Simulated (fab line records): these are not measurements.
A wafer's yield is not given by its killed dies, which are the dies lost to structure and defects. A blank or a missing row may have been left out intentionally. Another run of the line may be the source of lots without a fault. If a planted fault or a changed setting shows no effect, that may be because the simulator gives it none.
Lot-split experiment | flow n5Finfet | on a route of 1938 steps: 7 lots, 39 wafers read

== SPLIT DETAILS ==
At N5_MOL_CONTACT_COAG_ETCH_124 (etches SiNx in CH3F/O2, stops on SiOC, target depth 6.5 nm), the setting targetDepthA was moved away from the recipe's 65 angstrom on 18 of the 39 wafers read, by -55.4% to +33.2%. All remaining wafers had this setting at the recipe value.

No step appears in the file between the split and the reading.

== THE READING ==
SOC_of_MOL_CONTACT_COAG_COAT_62.thkNm (the simulator's own value, which no gauge read), in nm, at N5_MOL_CONTACT_COAG_ETCH_48 (etches SiOC in C4F6/O2, target depth 15 nm, overetch 4.5 nm, time 17 s). The file does not state a usual value for it. Average 45.7 nm, standard deviation 0.27 nm, over the 21 wafers here run with the recipe.

wafer  | tool, chamber at the split | targetDepthA as run, angstrom | against the recipe | SOC_of_MOL_CONTACT_COAG_COAT_62.thkNm, nm | against lot-mates on the recipe
L074.1 | rieDiel-02, 1              | 65                            | recipe             | 45.8                                      | -
L074.4 | rieDiel-02, 0              | 65                            | recipe             | 45.8                                      | -
L074.6 | rieDiel-02, 1              | 65                            | recipe             | 45.8                                      | -
L074.2 | rieDiel-02, 2              | 45.7                          | -29.7%             | 46.6                                      | +0.8
L074.5 | rieDiel-02, 2              | 45.7                          | -29.7%             | 46.6                                      | +0.8
L074.3 | rieDiel-02, 3              | 45.7                          | -29.7%             | 47                                        | +1.2
L075.1 | rieDiel-05, 1              | 45.34                         | -30.2%             | 46.6                                      | +0.8
L075.3 | rieDiel-05, 2              | 45.34                         | -30.2%             | 46.6                                      | +0.8
L075.2 | rieDiel-05, 0              | 65                            | recipe             | 45.6                                      | -
L075.4 | rieDiel-05, 3              | 45.34                         | -30.2%             | 46.8                                      | +1.0
L075.5 | rieDiel-05, 2              | 65                            | recipe             | 45.8                                      | -
L075.6 | rieDiel-05, 3              | 65                            | recipe             | 46                                        | -
L081.1 | rieDiel-05, 0              | 82.61                         | +27.1%             | 44.6                                      | -0.9
L081.2 | rieDiel-05, 3              | 82.61                         | +27.1%             | 44.6                                      | -0.9
L081.5 | rieDiel-05, 0              | 82.61                         | +27.1%             | 44.6                                      | -0.9
L081.3 | rieDiel-05, 2              | 65                            | recipe             | 45.8                                      | -
L081.4 | rieDiel-05, 1              | 65                            | recipe             | 45.4                                      | -
L081.6 | rieDiel-05, 1              | 65                            | recipe             | 45.4                                      | -
L086.1 | rieDiel-02, 2              | 65                            | recipe             | 45.4                                      | -
L086.4 | rieDiel-02, 3              | 65                            | recipe             | 45.8                                      | -
L086.5 | rieDiel-02, 3              | 65                            | recipe             | 45.6                                      | -
L087.1 | rieDiel-05, 0              | 65                            | recipe             | 45.8                                      | -
L087.2 | rieDiel-05, 2              | 86.55                         | +33.2%             | 44.6                                      | -0.9
L087.3 | rieDiel-05, 3              | 86.55                         | +33.2%             | 44.6                                      | -0.9
L087.4 | rieDiel-05, 1              | 65                            | recipe             | 45.2                                      | -
L087.5 | rieDiel-05, 3              | 86.55                         | +33.2%             | 44.4                                      | -1.1
L087.6 | rieDiel-05, 0              | 65                            | recipe             | 45.4                                      | -
L088.1 | rieDiel-02, 1              | 65                            | recipe             | 45.6                                      | -
L088.3 | rieDiel-02, 0              | 65                            | recipe             | 45.6                                      | -
L088.2 | rieDiel-02, 2              | 44.9                          | -30.9%             | 46.8                                      | +1.3
L088.4 | rieDiel-02, 3              | 44.9                          | -30.9%             | 46.8                                      | +1.3
L088.5 | rieDiel-02, 1              | 65                            | recipe             | 45.4                                      | -
L088.6 | rieDiel-02, 0              | 44.9                          | -30.9%             | 46.4                                      | +0.9
L090.1 | rieDiel-02, 1              | 28.97                         | -55.4%             | 47.8                                      | +1.7
L090.2 | rieDiel-02, 2              | 28.97                         | -55.4%             | 47.8                                      | +1.7
L090.6 | rieDiel-02, 0              | 28.97                         | -55.4%             | 47.8                                      | +1.7
L090.3 | rieDiel-02, 0              | 65                            | recipe             | 46                                        | -
L090.4 | rieDiel-02, 3              | 65                            | recipe             | 46.2                                      | -
L090.5 | rieDiel-02, 3              | 65                            | recipe             | 46.2                                      | -

THE FIT
A straight line over all 39 wafers: SOC_of_MOL_CONTACT_COAG_COAT_62.thkNm changes by -0.0362 nm for each +1% of targetDepthA; r = -0.97; the points scatter about the line by 0.23 nm.
The same after taking each lot's own level away (the mean of its wafers on the recipe; 39 wafers): -0.031 nm for each +1%; r = -0.98; scatter 0.16 nm.
On that fit, the largest move of targetDepthA shifts the reading by 1.7 nm.
From 45.47 to 46.13 nm: that is the span of the lots' own levels, equal to 2.5 times the standard deviation above.
So the slope is not independent of the lot-to-lot level: the two fits are not the same.
Check: with one of the wafers moved furthest among these (-55.4%) left out of the fit, the line predicts +1.73 nm for it against its lot-mates. Against them it came out at +1.67 nm.

== OTHER SPLITS APPLIED TO THESE WAFERS ==
Note: prior to the reading, these wafers also went through further splits. Each is held against what the fit with the lots' levels taken away leaves over:
other split on the same wafers | wafers away from the commonest value | r with SOC_of_MOL_CONTACT_COAG_COAT_62.thkNm (lot level and that fit taken away)
N5_FIN_SAQP_HM_DEP_03 timeS    | 15                                   | +0.19
N5_HKMG_FIN_ALD_72 aldCycles   | 9                                    | -0.10

== THE WHOLE CHAIN: every reading that the file lists as answering this split, in the file's order ==
step                         | what it does                                                           | reading                                                                                | change (the file's fit)                                                             | r (the file's)
N5_MOL_CONTACT_COAG_ETCH_124 | etches SiNx in CH3F/O2, stops on SiOC, target depth 6.5 nm             | etch.depthNm (the simulator's own value, which no gauge read)                          | not straight: 2.91 at the lowest setting, 5.011 at the recipe, 4.991 at the highest | not given
N5_MOL_CONTACT_COAG_ETCH_124 | etches SiNx in CH3F/O2, stops on SiOC, target depth 6.5 nm             | SOC_of_MOL_CONTACT_COAG_COAT_62.thkNm (the simulator's own value, which no gauge read) | -0.0318 nm for each +1% of the setting                                              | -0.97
N5_MOL_CONTACT_COAG_ETCH_48  | etches SiOC in C4F6/O2, target depth 15 nm, overetch 4.5 nm, time 17 s | SOC_of_MOL_CONTACT_COAG_COAT_62.thkNm (the simulator's own value, which no gauge read) | -0.031 nm for each +1% of the setting                                               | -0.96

== THE FILE'S OWN FIT ==
SOC_of_MOL_CONTACT_COAG_COAT_62.thkNm changes by -0.031 nm for each +1% of targetDepthA, r = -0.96.
